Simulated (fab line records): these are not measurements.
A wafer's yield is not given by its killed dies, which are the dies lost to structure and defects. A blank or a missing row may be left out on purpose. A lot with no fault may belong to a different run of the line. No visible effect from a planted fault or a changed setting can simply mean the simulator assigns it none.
Chamber matching / flow n5_finfet / 4 sister chambers for N5_BEOL_M0_CUTY_DESCUM_61 on rie_diel-05
The step chemistry O2, time 7.9 s. 4 wafers are shown with their chamber, then 10 later ones without.

== WAFERS PAIRED WITH THEIR CHAMBERS ==
wafer=L091.5; chamber=0; drypump_motor_current_A (A)=4.7
wafer=L091.6; chamber=1; drypump_motor_current_A (A)=5.6
wafer=L092.1; chamber=3; drypump_motor_current_A (A)=6.3
wafer=L092.2; chamber=2; drypump_motor_current_A (A)=5.8

== WAFERS WITH NO CHAMBER GIVEN ==
wafer=L092.5; drypump_motor_current_A (A)=6.3
wafer=L093.3; drypump_motor_current_A (A)=5.7
wafer=L093.4; drypump_motor_current_A (A)=4.7
wafer=L093.6; drypump_motor_current_A (A)=5.7
wafer=L094.3; drypump_motor_current_A (A)=6.3
wafer=L094.4; drypump_motor_current_A (A)=5.8
wafer=L094.5; drypump_motor_current_A (A)=5.6
wafer=L097.1; drypump_motor_current_A (A)=6.3
wafer=L097.3; drypump_motor_current_A (A)=5.6
wafer=L097.6; drypump_motor_current_A (A)=6.3

== WHICH CHAMBER EACH ONE RAN IN ==
wafer=L092.5; from the rows above=3; in truth=3
wafer=L093.3; from the rows above=can't be placed: 2 or 1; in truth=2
wafer=L093.4; from the rows above=0; in truth=0
wafer=L093.6; from the rows above=can't be placed: 2 or 1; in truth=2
wafer=L094.3; from the rows above=3; in truth=3
wafer=L094.4; from the rows above=2; in truth=2
wafer=L094.5; from the rows above=1; in truth=1
wafer=L097.1; from the rows above=3; in truth=3
wafer=L097.3; from the rows above=1; in truth=1
wafer=L097.6; from the rows above=3; in truth=3
Correctly placed: 8 of 10. Can't be placed from these rows: 2 (the true chamber is among the candidates in 2). Wrongly placed: 0.
How it was worked out, from the rows above alone: a wafer's distance from a chamber is the root of the sum, over the readings, of the square of ((its reading less the chamber's mean) divided by the reading's scatter). If the next closest chamber is less than 2 further off than the closest, the wafer can't be placed; otherwise it belongs to the closest. The mean given for a chamber averages the wafers shown for that chamber. The scatter: root of mean squared gap, hidden wafer to nearest shown wafer, with one shown wafer a chamber.
